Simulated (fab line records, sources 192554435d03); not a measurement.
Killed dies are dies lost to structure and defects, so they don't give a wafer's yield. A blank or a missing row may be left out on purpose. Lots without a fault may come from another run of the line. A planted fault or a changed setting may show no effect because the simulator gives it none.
fab line records | flow n5_finfet
record lots=9 wafers=25 last_day=18
route steps=1938 shown DUMMY_GATE@257 SPACER0@259 SD_EPI_N@274 BEOL_M4@1111 PASSIVATION@1936
lots that met no fault: from a run of the same line without faults
start_h: hours from the record's first day to the start of the lot's first wafer shown | wait_h: hours since the lot's step before | " the same as in the row above | L1.1+2: a row that stands for several wafers | - no value, or no start given | * or withheld: withheld | < > ~ a bound
route shown NAME@n: a module of which the file shows steps, and the number in the route of the first | usual: mean/standard deviation of fault-free wafers | same: alike in all rows | chamber/n: place in a boat | sites: the reading at each site | _std_site: their standard deviation | _edge_site: outer sites' mean less inner sites' | radius_mm: how far each site lies from the wafer's centre | mask NAME#n: copy n | behind: the tool/chamber that last shaped the wafer | hold: why the lot was held/for how many hours/how that ended | device: the transistor (n, p or np) that didn't switch | end of line: the same wafers' tests at the end of the route | a step without rows: its recipe alone | killed: dies lost to structure and defects at the first sort, not the wafer's yield | map: a wafer's dies, x killed, . not, _ none there
set.NAME: the setting as run; set.NAME@STEP: as run at that earlier step | model.NAME: the simulator's own value behind a step, which no gauge read
steps of the route over a sample of lots; a table a step, a row a wafer
services: from which hour (start_h, from the record's first day; less than 0 if before it) a tool's chamber was out of use, for how many hours, and why
## steps
# step N5_DUMMY_GATE_INSPECT_27
# recipe inspect_instrument=brightfield mode=aei
# usual raw_defect_count=310/81
# columns lot.wafer tool chamber start_h wait_h raw_defect_count
L353.1 defect_inspect-01 - 56.05 0.0 263
L353.2 " - " " 312
L353.4 " - " " 398
L354.2 defect_inspect-01 - 61.95 0.0 427
L354.3 " - " " 459
L357.3 defect_inspect-02 - 78.90 0.0 355
L357.4 " - " " 325
L357.6 " - " " 432
L363.1 defect_inspect-01 - 112.33 0.0 431
L363.2 " - " " 287
L363.6 " - " " 346
L367.2 defect_inspect-01 - 139.42 0.0 197
L367.4 " - " " 334
L367.6 " - " " 269
L368.1 defect_inspect-02 - 142.68 0.0 353
L368.3 " - " " 305
L368.5 " - " " 302
L369.1 defect_inspect-01 - 150.38 0.0 282
L369.2 " - " " 224
L369.4 " - " " 241
L374.4 defect_inspect-01 - 183.01 0.0 340
L374.5 " - " " 373
L374.6 " - " " 532
L375.2 defect_inspect-01 - 186.71 0.0 288
L375.4 " - " " 304
# step N5_SPACER0_ALD_00
# recipe material=SiOCN target_thk_a=35 temp_c=400 ald_precursor_family=alkyl-aminosilane ald_co_reactant=O2/N2-plasma pulse_time_s=3 purge_time_s=2 co_reactant_purge_time_s=2 ald_cycles=58 pressure_torr=2
# usual chamber_pressure_Torr=2.000/0.0047 heater_power_w=858/98 precursor_pulse_height_rel=0.998/0.021
# columns lot.wafer tool chamber start_h wait_h chamber_pressure_Torr heater_power_w precursor_pulse_height_rel since_wet_clean_h
L353.1 ald_sin-03 2 56.23 0.1 1.999 874 0.969 245
L353.2 " 1 " " 2.006 923 0.997 245
L353.4 " 0 " " 2.003 870 0.994 245
L354.2 ald_sin-02 0 62.14 0.1 2.002 683 0.992 53
L354.3 " 2 " " 1.998 736 1.030 53
L357.3 ald_sin-04 0 79.44 0.1 2.002 970 1.031 177
L357.4 " 1 " " 2.002 840 0.997 177
L357.6 " 1 " " 2.004 854 0.999 -
L363.1 ald_sin-02 1 112.52 0.1 2.000 931 1.028 104
L363.2 " 2 " " 1.997 719 0.989 104
L363.6 " 0 " " 2.006 688 1.054 -
L367.2 ald_sin-02 1 139.61 0.1 1.997 949 1.033 131
L367.4 " 0 " " 2.008 676 1.019 131
L367.6 " 2 " " 1.997 742 0.999 -
L368.1 ald_sin-04 3 143.14 0.1 1.993 738 0.966 241
L368.3 " 1 " " 1.992 861 0.988 241
L368.5 " 3 " " 1.991 718 1.017 -
L369.1 ald_sin-02 2 150.65 0.1 1.999 751 0.991 142
L369.2 " 3 " " 2.005 1005 0.977 142
L369.4 " 0 " " 1.997 697 0.996 142
L374.4 ald_sin-04 1 183.59 0.1 2.000 869 0.983 281
L374.5 " 2 " " 1.992 895 1.020 -
L374.6 " 1 " " 2.007 856 1.002 -
L375.2 ald_sin-02 2 188.56 0.1 2.001 732 0.975 180
L375.4 " 1 " " 2.002 975 0.997 180
# step N5_SD_EPI_N_ETCH_34
# recipe chemistry=CF4 target=SiARC target_depth_a=455 mask_material=CAR-ArF-block time_s=75.8 ion_energy_ev=80 pressure_mtorr=40 source_w=545 bias_w=36 Ar_flow_sccm=100 cf4_flow_sccm=100 ends=cleared
# usual drypump_motor_current_A=5.7/0.42 etch_rf_on_time_s=75.8/2.2 oes_product_au=0.65/0.073 rf_vpp_V=184.5/1.1 showerhead_plenum_p_Torr=2.17/0.06 throttle_valve_pct=15.71/0.19
# columns lot.wafer tool chamber start_h wait_h drypump_motor_current_A etch_rf_on_time_s oes_product_au rf_hours_counter_h rf_vpp_V showerhead_plenum_p_Torr throttle_valve_pct
L353.1 rie_diel-06 0 57.17 0.0 5.4 78.8 0.61 163 183.6 2.07 15.73
L353.2 " 1 " " 6.5 73.5 0.63 206 184.8 2.23 15.66
L353.4 " 3 " " 5.7 74.7 0.59 233 183.1 2.20 15.67
L354.2 rie_diel-04 0 63.07 0.0 5.3 76.4 0.60 204 185.1 2.21 15.90
L354.3 " 3 " " 5.3 72.5 0.64 191 183.8 2.13 15.87
L357.3 rie_diel-05 3 80.25 0.0 6.1 77.4 0.60 196 183.4 2.12 15.77
L357.4 " 1 " " 6.1 74.7 0.82 3 184.1 2.20 15.20
L357.6 " 0 " " 5.4 80.8 0.56 - 182.7 2.11 15.81
L363.1 rie_diel-04 2 113.69 0.0 5.9 76.0 0.72 86 185.9 2.26 15.67
L363.2 " 1 " " 5.4 77.2 0.62 208 184.7 2.20 15.71
L363.6 " 1 " " 5.4 77.3 0.61 - 185.1 2.20 15.73
L367.2 rie_diel-04 0 140.43 0.0 5.3 76.0 0.59 231 184.6 2.20 15.96
L367.4 " 3 " " 5.3 72.1 0.63 217 183.5 2.13 15.93
L367.6 " 1 " " 5.4 76.3 0.61 - 183.4 2.20 15.72
L368.1 rie_diel-06 3 143.95 0.0 5.7 74.7 0.79 9 183.8 2.19 15.22
L368.3 " 0 " " 5.3 79.6 0.58 197 183.8 2.06 15.81
L368.5 " 1 " " 6.5 74.8 0.61 - 183.8 2.21 15.74
L369.1 rie_diel-04 3 151.58 0.0 5.4 73.0 0.63 220 182.9 2.12 15.93
L369.2 " 0 " " 5.3 76.0 0.59 234 185.2 2.20 15.96
L369.4 " 1 " " 5.4 75.7 0.61 221 183.4 2.20 15.73
L374.4 rie_diel-05 2 184.55 0.0 5.6 73.6 0.67 - 185.8 2.24 15.66
L374.5 " 3 " " 6.2 76.7 0.58 - 183.4 2.11 15.83
L374.6 " 0 " " 5.3 79.5 0.76 - 183.5 2.10 15.40
L375.2 rie_diel-05 2 189.50 0.0 5.7 74.1 0.66 128 185.6 2.24 15.65
L375.4 " 2 " " 5.7 74.2 0.66 - 184.1 2.24 15.66
# step N5_SD_EPI_N_ETCHBACK_44
# recipe chemistry=CH3F/O2 mode=anisotropic_etchback target=SiNx target_depth_a=145 stop_on=SiO2 over_etch_frac=0.3 ion_energy_ev=120 pressure_mtorr=30 source_w=395 bias_w=73 Ar_flow_sccm=150 CH3F_flow_sccm=30 O2_flow_sccm=20
# usual O2_flow_sccm=20.00/0.062 drypump_motor_current_A=5.7/0.42 oes_ar_750_au=0.75/0.077 oes_f_703_au=0.75/0.078 oes_product_au=0.65/0.07 over_etch_frac=0.3/0 rf_vpp_V=299/13 showerhead_plenum_p_Torr=2.03/0.054 throttle_valve_pct=16.40/0.21
# columns lot.wafer tool chamber start_h wait_h O2_flow_sccm drypump_motor_current_A oes_ar_750_au oes_f_703_au oes_product_au over_etch_frac rf_hours_counter_h rf_vpp_V showerhead_plenum_p_Torr throttle_valve_pct
L353.1 rie_diel-06 0 57.55 0.0 20.01 5.3 0.72 0.71 0.62 0.3 163 286 1.94 16.51
L353.2 " 1 " " 20.05 6.5 0.74 0.74 0.62 0.3 206 310 2.07 16.32
L353.4 " 3 " " 20.02 5.7 0.70 0.70 0.58 0.3 233 292 2.04 16.34
L354.2 rie_diel-04 0 63.45 0.0 19.94 5.4 0.72 0.72 0.61 0.3 204 312 2.08 16.72
L354.3 " 3 " " 19.95 5.4 0.76 0.79 0.63 0.3 192 274 1.99 16.57
L357.3 rie_diel-05 3 80.63 0.0 19.96 6.1 0.73 0.72 0.61 0.3 196 299 1.98 16.46
L357.4 " 1 " " 20.00 6.1 0.95 0.95 0.82 0.3 4 298 2.05 15.93
L357.6 " 0 " " 19.99 5.4 0.66 0.63 0.58 0.3 - 304 1.97 16.52
L363.1 rie_diel-04 2 114.07 0.0 20.01 5.8 0.82 0.79 0.71 0.3 86 309 2.10 16.35
L363.2 " 1 " " 20.11 5.4 0.72 0.73 0.63 0.3 209 295 2.05 16.36
L363.6 " 1 " " 20.04 5.4 0.73 0.73 0.62 0.3 - 294 2.05 16.36
L367.2 rie_diel-04 0 140.82 0.0 19.96 5.3 0.70 0.71 0.59 0.30818 231 313 2.07 16.78
L367.4 " 3 " " 20.04 5.3 0.73 0.77 0.61 0.30818 217 273 1.98 16.63
L367.6 " 1 " " 19.99 5.4 0.72 0.72 0.62 0.30818 - 295 2.05 16.39
L368.1 rie_diel-06 3 144.33 0.0 20.07 5.7 0.92 0.94 0.78 0.3 10 291 2.04 15.93
L368.3 " 0 " " 19.98 5.3 0.70 0.69 0.60 0.3 197 285 1.93 16.59
L368.5 " 1 " " 20.00 6.5 0.72 0.71 0.60 0.3 - 309 2.06 16.40
L369.1 rie_diel-04 3 151.97 0.0 19.97 5.4 0.74 0.77 0.61 0.30818 220 274 1.98 16.63
L369.2 " 0 " " 20.05 5.3 0.70 0.71 0.59 0.30818 234 311 2.07 16.78
L369.4 " 1 " " 19.92 5.4 0.71 0.72 0.62 0.30818 221 296 2.04 16.40
L374.4 rie_diel-05 2 184.96 0.1 20.09 5.7 0.76 0.75 0.65 0.3 - 307 2.08 16.27
L374.5 " 3 " " 19.97 6.1 0.69 0.69 0.59 0.3 - 300 1.96 16.55
L374.6 " 0 " " 19.93 5.3 0.90 0.84 0.78 0.3 - 303 1.96 16.19
L375.2 rie_diel-05 2 189.88 0.0 19.95 5.7 0.75 0.75 0.65 0.3 129 308 2.08 16.26
L375.4 " 2 " " 19.91 5.7 0.76 0.74 0.65 0.3 - 308 2.08 16.29
# step N5_BEOL_M4_RC_MEAS_101
# usual DIBL_N=36.1/2 DIBL_P=36.3/2.5 IOFF_N=0.16/0.037 IOFF_P=0.21/0.039 ION_N=678/15 ION_P=465/8.7 SS_N=71.4/0.7 SS_P=73.3/0.74 VT_N=249/3.6 VT_P=-250.0/2.9
# columns lot.wafer tool chamber start_h wait_h DIBL_N[mV/V] DIBL_P[mV/V] IOFF_N[nA/um] IOFF_P[nA/um] ION_N[uA/um] ION_P[uA/um] SS_N[mV/dec] SS_P[mV/dec] VT_N[mV] VT_P[mV]
L353.1 prober-02 0 178.41 0.0 38.3 39.1 0.24 0.29 711 482 71.9 73.6 241 -245.8
L353.2 " 0 " " 35.3 35.5 0.16 0.22 670 465 71.7 71.8 249 -248.4
L353.4 " 0 " " 35.2 36.0 0.16 0.23 671 465 71.8 72.8 245 -249.0
L354.2 prober-01 0 191.52 0.2 35.7 35.4 0.14 0.17 675 457 70.6 73.0 254 -255.2
L354.3 " 0 " " 37.6 37.8 0.18 0.22 674 460 72.1 74.7 249 -249.7
L357.3 prober-02 0 198.11 0.3 36.2 37.4 0.16 0.21 679 463 71.7 73.2 249 -253.5
L357.4 " 0 " " 34.6 35.8 0.13 0.18 671 466 71.1 72.5 256 -253.8
L357.6 " 0 " " 37.3 39.0 0.19 0.23 688 467 72.2 74.0 250 -251.7
L363.1 prober-01 0 255.86 0.0 34.2 32.9 0.12 0.19 666 463 70.9 72.2 253 -250.1
L363.2 " 0 " " 35.7 34.2 0.14 0.20 675 466 71.2 73.9 252 -249.2
L363.6 " 0 " " 39.3 38.5 0.20 0.28 667 456 73.3 73.9 247 -248.1
L368.1 prober-02 0 283.95 0.0 32.4 32.2 0.11 0.13 660 448 70.8 71.7 252 -256.9
L368.3 " 0 " " 35.0 36.2 0.15 0.18 670 458 71.6 73.5 250 -254.3
L368.5 " 0 " " 32.9 34.0 0.13 0.16 675 461 70.4 71.8 248 -254.9
L367.2 prober-02 0 285.04 0.7 38.7 38.7 0.22 0.25 690 463 72.0 74.1 246 -247.5
L367.4 " 0 " " 37.2 37.5 0.20 0.23 691 469 71.7 72.8 246 -248.3
L367.6 " 0 " " 38.5 39.5 0.22 0.27 697 469 72.0 74.3 242 -247.3
L369.1 prober-02 0 299.15 0.0 35.4 36.6 0.15 0.21 654 456 71.2 73.1 252 -249.0
L369.2 " 0 " " 33.8 34.2 0.13 0.19 669 469 69.8 71.9 254 -251.1
L369.4 " 0 " " 34.1 34.7 0.14 0.19 674 473 70.5 71.9 251 -250.6
L375.2 prober-02 0 313.26 0.2 34.2 34.1 0.13 0.18 676 466 70.1 73.3 251 -251.3
L375.4 " 0 " " 36.9 37.5 0.16 0.23 672 468 71.6 74.1 251 -249.1
L374.4 prober-01 0 325.44 0.5 39.8 41.0 0.25 0.31 702 476 72.3 74.4 242 -245.9
L374.5 " 0 " " 36.3 37.9 0.17 0.25 687 474 71.1 74.2 246 -244.9
L374.6 " 0 " " 37.8 38.1 0.21 0.24 689 460 72.4 74.1 244 -248.1
# step N5_PASSIVATION_PROBE_49
# usual defect_limited_yield=91.1/1.3 killed_at_M0_to_M3=32/9.7 killed_at_M4_up=16/6 killed_at_contacts=12/5.9 killed_at_front_end=41/11 killed_at_other=4/3.1 killed_dies=104/16 killed_open=68/12 killed_short=34/7.4 sort_bin_5_function=5.1/0.85 sort_bin_6_memory=3.3/0.66 sort_bin_8_speed=0.1/0.53 sort_n_pass=1075/16 sort_yield_pct=91.1/1.4
# same gross_dies=1180 killed_at_back_side=0 sort_bin_4_leakage[%]=0
# columns lot.wafer tool chamber start_h wait_h defect_limited_yield[%] killed_at_M0_to_M3 killed_at_M4_up killed_at_contacts killed_at_front_end killed_at_other killed_dies killed_open killed_short sort_bin_5_function[%] sort_bin_6_memory[%] sort_bin_8_speed[%] sort_n_pass sort_yield_pct[%]
L369.2 prober-01 - 399.99 0.1 90.9 26 17 11 49 4 107 61 36 3.8 4.1 0 1073 90.9
# killed by level:class
L369.2 STI_FIN_REVEAL:geometric_particle:open=12 HKMG_FIN:area_etch=10 BEOL_M4:geometric_particle:open=8 MOL_CONTACT_COAG:geometric_particle:open=7 BEOL_M0_SAQP:geometric_particle:open=7 DUMMY_GATE:geometric_particle:open=6 BEOL_M3:geometric_particle:open=5 STI_FIN_REVEAL:geometric_particle:short=4
## services
# columns tool chamber start_h hours kind
ald_sin-02 0 32.51 4.6 repair
rie_diel-04 3 33.53 8.9 repair
ald_sin-02 2 34.51 14.3 repair
ald_sin-03 - 36.68 0.7 repair
rie_diel-04 3 43.63 2.5 repair
rie_diel-05 1 48.64 - clean
rie_diel-05 1 48.64 - consumable_replace:focus_ring
rie_diel-05 1 48.64 23.2 scheduled_down
rie_diel-05 1 48.64 23.2 vent_cycle
ald_sin-02 - 53.80 2.8 pm
rie_diel-06 3 59.63 11.1 repair
rie_diel-04 1 64.66 7.4 repair
ald_sin-03 - 77.00 0.6 repair
rie_diel-06 0 80.80 5.8 repair
ald_sin-02 - 93.19 0.3 repair
rie_diel-05 1 102.88 4.1 repair
rie_diel-05 0 124.16 - clean
rie_diel-05 0 124.16 - consumable_replace:focus_ring
rie_diel-05 0 124.16 14.1 scheduled_down
ald_sin-02 - 164.05 2.8 repair
rie_diel-05 0 167.07 5.0 repair
rie_diel-04 2 175.54 3.6 repair
ald_sin-03 - 178.32 14.0 pm
rie_diel-05 1 183.42 12.0 repair
## key
first_sign step=N5_SD_EPI_N_ETCHBACK_44 reading=over_etch_frac direction=up sigmas=99+ usual=0.3 struck=0.30818
effect none on later readings
met_at N5_SD_EPI_N_ETCHBACK_44
struck_lots L367,L369
baseline_loss step=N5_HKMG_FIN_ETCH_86 wafers=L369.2
not_acting_at N5_DUMMY_GATE_INSPECT_27,N5_SPACER0_ALD_00,N5_SD_EPI_N_ETCH_34
onset_between 114.07 140.82
fault kind=process_parameter_drift tool=rie_diel-04 chamber=- onset_h=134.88 steps=N5_SD_EPI_N_ETCHBACK_44 channel=over_etch_frac offset=0.0081821 shape=step end_h=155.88 acts_in=these_recipes_only stated=0.3
# baseline_loss: these wafers lose ten dies or more at that step, a loss of the line's own and not of a fault; the sort's usual values leave them out
